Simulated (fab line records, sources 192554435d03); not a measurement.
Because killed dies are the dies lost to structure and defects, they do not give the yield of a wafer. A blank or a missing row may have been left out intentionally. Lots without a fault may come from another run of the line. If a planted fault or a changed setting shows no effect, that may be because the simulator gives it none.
A struck lot beside a sound one	flow n5 finfet	14 steps out of a route of 1938
Sound: these wafers, L799.1, L799.2, L799.6. Wafers L796.1, L796.3, L796.4 were the ones struck. The cause is named last.
Order at every step that has rows: each side's tool, ch and its chambers, its first start. Under that, the readings that differ: sound wafers	struck wafers	difference of the means	sigmas: that difference in standard deviations of wafers without a fault.
alike: a reading whose means differ by less than 2 such deviations, as well as words and numbers matching on both sides. not compared: withheld readings; readings where some wafer has no value; bounds like >300 that might hide an equal value; numbers whose values overlap and for which the record gives no deviation.
The two part at a step that has a row with sigmas, a row that says differs or no value, or rows on one side only. Numbers that have no deviation but don't overlap get no sigmas and don't part them. A reading missing from all wafers of one side parts the sides only when that side holds two or more wafers.

N5_MIM_BOT_ETCH_STRIP_01: strips in O2.
  sound on rie diel-05 ch 0,1,3, day 16 17:47; struck on rie diel-05 ch 0,1,3, day 15 02:57
  alike: drypump motor current A, oes product au, rf vpp V, showerhead plenum p Torr, throttle valve pct
  not compared: rf hours counter h
then, 3 steps without rows for these wafers: N5_MIM_BOT_ETCH_STRIP_02 (strips in post etch residue remover, time 1200 s); N5_MIM_BOT_ETCH_CLEAN_05 (cleans in IPA, time 180 s); N5_MIM_BOT_ETCH_SRD_06 (time 30 s).
N5_PASSIVATION_PECVD_55: deposits SiO2 from SiH4/N2O, target thk 400 nm, time 22.5 s.
  sound on pecvd-03 ch 0,1,2, day 16 18:17; struck on pecvd-03 ch 1,2, day 15 03:31
  alike: heater power w, showerhead plenum p Torr, throttle valve pct
N5_PASSIVATION_PECVD_01: deposits SiNx from SiH4/NH3/N2, target thk 200 nm, time 43.2 s.
  sound on pecvd-03 ch 0,1,2, day 16 18:20; struck on pecvd-03 ch 1,2, day 15 03:34
  alike: heater power w, showerhead plenum p Torr, throttle valve pct
then, 6 steps without rows for these wafers: N5_PASSIVATION_HMDS_03 (time 60 s); N5_PASSIVATION_COAT_04; N5_PASSIVATION_EBR_06; N5_PASSIVATION_SOFTBAKE_05 (time 90 s); N5_PASSIVATION_EXPOSE_07 (exposes mask TV, defocus 0 nm, target cd 3000 nm); N5_PASSIVATION_PEB_08.
N5_PASSIVATION_DEVELOP_09: develop time 60 s.
  struck on litho track-05, day 15 03:50; sound on litho track-01 ch 0, day 16 22:17
  no value came back on the struck wafers for chill plate temp C (C), develop time s (s); on the sound wafers chill plate temp C (C) reads 22.91 23.05 22.86
  not compared: model.coat_of_PASSIVATION_COAT_04.thk nm
then, 1 step without rows for these wafers: N5_PASSIVATION_HARDBAKE_11 (time 120 s).

== WHERE THEY PART ==
Only at N5_PASSIVATION_DEVELOP_09, within this record.

WHY: the cause the simulator had injected
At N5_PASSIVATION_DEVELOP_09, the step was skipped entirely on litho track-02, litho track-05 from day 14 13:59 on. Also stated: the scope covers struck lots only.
